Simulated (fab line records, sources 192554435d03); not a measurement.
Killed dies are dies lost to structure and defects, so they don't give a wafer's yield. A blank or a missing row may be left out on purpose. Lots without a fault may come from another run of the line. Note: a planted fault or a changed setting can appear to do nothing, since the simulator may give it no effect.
3 desks, one fault + flow n5-finfet + what lay behind the numbers comes last; until then each desk has only its own

== FOR THE TOOL OWNER'S DESK: cmp-01 ==
The tool's own readings at N5_BEOL_M12_CMP_49 (polishes, stops on SiOC, t overpolish 20.6 s, target thk 320 nm): means of the sampled wafers that have a number, for each lot that ran on this tool. A lot is out of limits, marked OUT, if its mean lies more than 4 standard deviations from the usual mean; the brackets give that distance.
Columns: A = barrier-field-endpoint-s at N5_BEOL_M12_CMP_49, usual 30.4 s; B = motor-current-A at N5_BEOL_M12_CMP_49, usual 5.9 A; C = overpolish-run-s at N5_BEOL_M12_CMP_49, usual 20.599 s
| lot  | first seen here | A              | B   | C                        |
|------|-----------------|----------------|-----|--------------------------|
| L238 | day 15 10:43    | 49.9 (+27) OUT | 5.7 | 11.086 (-99 or more) OUT |
| L237 | day 15 17:04    | 42.1 (+16) OUT | 6.1 | 14.933 (-99 or more) OUT |
This desk's finding: out of limits on L237, L238; first on L238, day 15 10:43 (barrier-field-endpoint-s at N5_BEOL_M12_CMP_49). In limits: none.

== THE DEFECT DESK ==
Lot by lot, what the route's inspections counted, given as the mean of those sampled wafers with a number. A lot is out of limits, marked OUT, if its mean lies more than 4 standard deviations from the usual mean; the brackets give that distance.
Columns: A = raw-defect-count at N5_BEOL_M12_INSPECT_55, usual 68
| lot  | first seen here | A                      |
|------|-----------------|------------------------|
| L221 | day 10 15:04    | 47                     |
| L225 | day 11 19:39    | 69                     |
| L228 | day 12 20:50    | 32                     |
| L238 | day 15 11:10    | 3240 (+99 or more) OUT |
| L237 | day 15 17:28    | 1685 (+74) OUT         |
| L239 | day 16 06:07    | 95                     |
| L241 | day 16 10:32    | 54                     |
| L242 | day 17 01:32    | 75                     |
| L243 | day 17 02:12    | 92                     |
This desk's finding: out of limits on L237, L238; first on L238, day 15 11:10 (raw-defect-count at N5_BEOL_M12_INSPECT_55). L221, L225, L228, L239, L241, L242, L243: within limits.

== METROLOGY DESK ==
Means of the sampled wafers that have a number, per lot and without regard to the tool the lot ran on: this is what the gauges read. A lot is out of limits, marked OUT, if its mean lies more than 4 standard deviations from the usual mean; the brackets give that distance. 7 of its 12 readings are shown: the first one out of limits and those lying furthest out on some lot.
Columns: A = DIBL_N at N5_BEOL_M4_RC_MEAS_101, usual 36.3 mV/V; B = DIBL_P at N5_BEOL_M4_RC_MEAS_101, usual 36.4 mV/V; C = IOFF_N at N5_BEOL_M4_RC_MEAS_101, usual 0.163 nA/um; D = SS_P at N5_BEOL_M4_RC_MEAS_101, usual 73.4 mV/dec; E = VT_N at N5_BEOL_M4_RC_MEAS_101, usual 249.4 mV; F = M12_THK at N5_BEOL_M12_THK_MEAS_50, usual 317 nm; G = M13_ILD_THK at N5_BEOL_M13_THK_MEAS_01, usual 837 nm
| lot  | first seen here | A    | B    | C     | D    | E     | F             | G   |
|------|-----------------|------|------|-------|------|-------|---------------|-----|
| L221 | day 7 17:46     | 38.7 | 37.2 | 0.181 | 74.5 | 250.6 | 317           | 839 |
| L225 | day 9 00:28     | 38.4 | 39.2 | 0.200 | 73.6 | 246.7 | 320           | 833 |
| L228 | day 10 01:15    | 36.5 | 37.5 | 0.172 | 73.9 | 249.6 | 321           | 837 |
| L237 | day 12 11:41    | 36.9 | 37.9 | 0.172 | 73.5 | 249.2 | 412 (+18) OUT | 843 |
| L238 | day 12 14:19    | 36.6 | 36.6 | 0.177 | 73.3 | 248.4 | 506 (+36) OUT | 822 |
| L239 | day 12 17:44    | 37.0 | 36.8 | 0.180 | 73.4 | 245.1 | 318           | 843 |
| L241 | day 12 19:00    | 37.5 | 37.7 | 0.162 | 74.0 | 251.0 | 319           | 848 |
| L242 | day 13 17:51    | 35.7 | 35.9 | 0.156 | 72.7 | 248.9 | 319           | 841 |
| L243 | day 13 18:45    | 38.6 | 36.5 | 0.153 | 73.4 | 251.0 | 316           | 840 |
This desk's result: L237, L238 out of limits, first on L238 (M12_THK at N5_BEOL_M12_THK_MEAS_50), day 15 11:01. L221, L225, L228, L239, L241, L242, L243: within limits.

== TAKEN TOGETHER ==
The tool owner's desk had the chance to raise an alarm at day 15 10:43 on L237, L238.
An alarm was possible from the metrology desk at day 15 11:01, on L237, L238.
The defect desk could have raised an alarm at day 15 11:10, on L237, L238.
The lots listed all ran N5_BEOL_M12_CMP_49 on cmp-01.

== WHAT THE SIMULATOR HAD INSERTED ==
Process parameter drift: cmp-01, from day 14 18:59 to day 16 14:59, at N5_BEOL_M12_CMP_49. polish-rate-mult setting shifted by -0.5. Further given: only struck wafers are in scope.
Struck lots among those shown: L237, L238.
Hours from the fault's start to each desk's first reading out of limits: the tool owner's desk, 16; the metrology desk, 16; the defect desk, 16.
